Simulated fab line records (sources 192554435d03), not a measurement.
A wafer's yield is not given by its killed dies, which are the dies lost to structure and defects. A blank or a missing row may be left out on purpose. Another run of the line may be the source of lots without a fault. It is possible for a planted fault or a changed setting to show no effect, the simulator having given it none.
Lot-split experiment :: flow n5_finfet :: 7 lots, 21 wafers read, on a route of 1938 steps

== ON THE SPLIT ==
At N5_BEOL_M15_PEB_26 (peb time 90 s), the setting peb_time_s was moved away from the recipe's 90 s on 6 of the 21 wafers read, by +7.0% to +18.0%. For the rest of the wafers, this setting stayed at what the recipe calls for.

== FROM THE SPLIT TO THE READING: what the file shows between them, 2 steps ==
- N5_BEOL_M15_DEVELOP_27: develop time 45 s
- N5_BEOL_M15_HARDBAKE_32: time 120 s

== THE READING ==
cd_nm (nm) at N5_BEOL_M15_CD_MEAS_28, where the cd target is 407.6 nm. Fault-free wafers of this fab line usually give 408.5 nm, standard deviation 2.2 nm.

wafer: L074.4
tool, chamber at the split: litho_track-03, 0
peb_time_s as run, s: 105.7
against the recipe: +17.4%
cd_nm, nm: 415.1
against lot-mates on the recipe: +8.9

wafer: L074.5
tool, chamber at the split: litho_track-03, 0
peb_time_s as run, s: 105.7
against the recipe: +17.4%
cd_nm, nm: 413.5
against lot-mates on the recipe: +7.3

wafer: L074.6
tool, chamber at the split: litho_track-03, 0
peb_time_s as run, s: 90
against the recipe: recipe
cd_nm, nm: 406.2
against lot-mates on the recipe: -

wafer: L078.3
tool, chamber at the split: litho_track-05, 0
peb_time_s as run, s: 90
against the recipe: recipe
cd_nm, nm: 406.7
against lot-mates on the recipe: -

wafer: L078.4
tool, chamber at the split: litho_track-05, 0
peb_time_s as run, s: 90
against the recipe: recipe
cd_nm, nm: 407.4
against lot-mates on the recipe: -

wafer: L078.6
tool, chamber at the split: litho_track-05, 0
peb_time_s as run, s: 90
against the recipe: recipe
cd_nm, nm: 407.5
against lot-mates on the recipe: -

wafer: L083.3
tool, chamber at the split: litho_track-03, 0
peb_time_s as run, s: 103.9
against the recipe: +15.4%
cd_nm, nm: 415.1
against lot-mates on the recipe: +4.9

wafer: L083.4
tool, chamber at the split: litho_track-03, 0
peb_time_s as run, s: 90
against the recipe: recipe
cd_nm, nm: 410.7
against lot-mates on the recipe: -

wafer: L083.5
tool, chamber at the split: litho_track-03, 0
peb_time_s as run, s: 90
against the recipe: recipe
cd_nm, nm: 409.7
against lot-mates on the recipe: -

wafer: L085.2
tool, chamber at the split: litho_track-05, 0
peb_time_s as run, s: 90
against the recipe: recipe
cd_nm, nm: 409.8
against lot-mates on the recipe: -

wafer: L085.3
tool, chamber at the split: litho_track-05, 0
peb_time_s as run, s: 90
against the recipe: recipe
cd_nm, nm: 408.2
against lot-mates on the recipe: -

wafer: L085.6
tool, chamber at the split: litho_track-05, 0
peb_time_s as run, s: 90
against the recipe: recipe
cd_nm, nm: 406.0
against lot-mates on the recipe: -

wafer: L088.1
tool, chamber at the split: litho_track-04, 0
peb_time_s as run, s: 106.2
against the recipe: +18.0%
cd_nm, nm: 418.3
against lot-mates on the recipe: +7.0

wafer: L088.2
tool, chamber at the split: litho_track-04, 0
peb_time_s as run, s: 90
against the recipe: recipe
cd_nm, nm: 411.7
against lot-mates on the recipe: -

wafer: L088.5
tool, chamber at the split: litho_track-04, 0
peb_time_s as run, s: 90
against the recipe: recipe
cd_nm, nm: 410.9
against lot-mates on the recipe: -

wafer: L091.1
tool, chamber at the split: litho_track-04, 0
peb_time_s as run, s: 90
against the recipe: recipe
cd_nm, nm: 412.5
against lot-mates on the recipe: -

wafer: L091.3
tool, chamber at the split: litho_track-04, 0
peb_time_s as run, s: 90
against the recipe: recipe
cd_nm, nm: 411.0
against lot-mates on the recipe: -

wafer: L091.4
tool, chamber at the split: litho_track-04, 0
peb_time_s as run, s: 90
against the recipe: recipe
cd_nm, nm: 409.2
against lot-mates on the recipe: -

wafer: L092.4
tool, chamber at the split: litho_track-04, 0
peb_time_s as run, s: 90
against the recipe: recipe
cd_nm, nm: 408.7
against lot-mates on the recipe: -

wafer: L092.5
tool, chamber at the split: litho_track-04, 0
peb_time_s as run, s: 96.26
against the recipe: +7.0%
cd_nm, nm: 409.7
against lot-mates on the recipe: +1.0

wafer: L092.6
tool, chamber at the split: litho_track-04, 0
peb_time_s as run, s: 96.26
against the recipe: +7.0%
cd_nm, nm: 413.1
against lot-mates on the recipe: +4.4

THE FIT
A straight line over all 21 wafers: cd_nm changes by +0.375 nm for each +1% of peb_time_s; r = +0.80; the points scatter about the line by 2 nm.
The same after taking each lot's own level away (the mean of its wafers on the recipe; 21 wafers): +0.413 nm for each +1%; r = +0.93; scatter 1.1 nm.
The reading moves by 7.4 nm for the largest change in peb_time_s, on that fit.
Across the lots, their own levels run from 406.20 to 411.30 nm, a range of 2.3 times the standard deviation given above.
So the lot-to-lot level blurs the effect unless lot-mates are compared.
Check: +7.55 nm against its lot-mates is what the line predicts for one of the wafers moved furthest among these (+18.0%) when that wafer is left out of the fit. Against them it came out at +7 nm.

== ADDITIONAL SPLITS CARRIED BY THESE WAFERS ==
Note: prior to the reading, these wafers also went through further splits. Each is held against what the fit with the lots' levels taken away leaves over:
other split on the same wafers: N5_BEOL_M10_COAT_64 spin_rpm
wafers away from the commonest value: 5
r with cd_nm (lot level and that fit taken away): -0.05

other split on the same wafers: N5_BEOL_M14_ILD_DEP_00 time_s
wafers away from the commonest value: 6
r with cd_nm (lot level and that fit taken away): -0.09

other split on the same wafers: N5_BEOL_M14_COAT_58 spin_rpm
wafers away from the commonest value: 8
r with cd_nm (lot level and that fit taken away): -0.22

other split on the same wafers: N5_BEOL_M14_TRENCH_ETCH_34 bias_w
wafers away from the commonest value: 6
r with cd_nm (lot level and that fit taken away): +0.26

== THE WHOLE CHAIN: every reading that the file lists as answering this split, in the file's order ==
step: N5_BEOL_M15_CD_MEAS_28
what it does: target cd 407.6 nm
reading: cd_nm
change (the file's fit): +0.395 nm for each +1% of the setting
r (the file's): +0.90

step: N5_BEOL_M15_DESCUM_33
what it does: chemistry O2, time 7.9 s
reading: BEOL_M15.cd_nm (the simulator's own value, which no gauge read)
change (the file's fit): +0.41 nm for each +1% of the setting
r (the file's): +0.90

step: N5_BEOL_M15_ETCH_61
what it does: etches BARC in N2/H2, target depth 89 nm, overetch 26.7 nm, time 67.9 s
reading: BEOL_M15.cd_nm (the simulator's own value, which no gauge read)
change (the file's fit): +0.442 nm for each +1% of the setting
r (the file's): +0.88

== FILE'S OWN FIT ==
cd_nm changes by +0.395 nm for each +1% of peb_time_s, r = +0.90.
